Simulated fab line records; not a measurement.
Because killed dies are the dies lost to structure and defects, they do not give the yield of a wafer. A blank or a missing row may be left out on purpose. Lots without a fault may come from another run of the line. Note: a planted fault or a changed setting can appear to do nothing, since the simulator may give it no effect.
Chamber matching | flow n5Finfet | N5_FIN_SAQP_ETCH_34 on rieDiel-01 has 4 sister chambers
The step etches SiO2 in C4F6/O2, target depth 45 nm, time 15 s. 8 wafers are shown with their chamber, then 7 later ones without.

## WAFERS, EACH WITH ITS CHAMBER
wafer  | chamber | showerheadPlenumPTorr (Torr) | throttleValvePct (%)
L074.6 | 1       | 2.97                         | 21.15
L075.4 | 1       | 2.96                         | 21.17
L082.5 | 3       | 2.92                         | 20.82
L083.1 | 0       | 2.71                         | 20.93
L083.3 | 3       | 2.92                         | 20.81
L083.5 | 2       | 2.99                         | 20.56
L084.3 | 0       | 2.71                         | 20.93
L084.5 | 2       | 2.99                         | 20.58

## WAFERS WITHOUT THEIR CHAMBER
wafer  | showerheadPlenumPTorr (Torr) | throttleValvePct (%)
L084.6 | 2.92                         | 20.81
L089.2 | 2.98                         | 20.60
L089.3 | 2.98                         | 20.60
L089.5 | 2.98                         | 20.58
L092.3 | 3.05                         | 20.65
L092.4 | 2.98                         | 20.60
L092.5 | 3.05                         | 20.65

## WHICH CHAMBER EACH WENT THROUGH
wafer  | from the rows above | in truth
L084.6 | 3                   | 3
L089.2 | 2                   | 2
L089.3 | 2                   | 2
L089.5 | 2                   | 2
L092.3 | 2                   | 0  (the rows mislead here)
L092.4 | 2                   | 2
L092.5 | 2                   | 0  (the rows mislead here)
Placed correctly: 5 of 7. Left unplaced by these rows: 0. Number placed wrongly: 2.
How it was worked out, from the rows above alone: a wafer's distance from a chamber is the root of the sum, over the readings, of the square of ((its reading less the chamber's mean) divided by the reading's scatter). The wafer belongs to the nearest chamber; if the next one is less than 2 further off, it can't be placed. For every chamber, the mean is computed from those of its wafers that are shown. How the scatter is found: for the shown wafers, subtract from each reading the mean of its chamber, square and add these, divide the total by (wafers less chambers), then take the root.
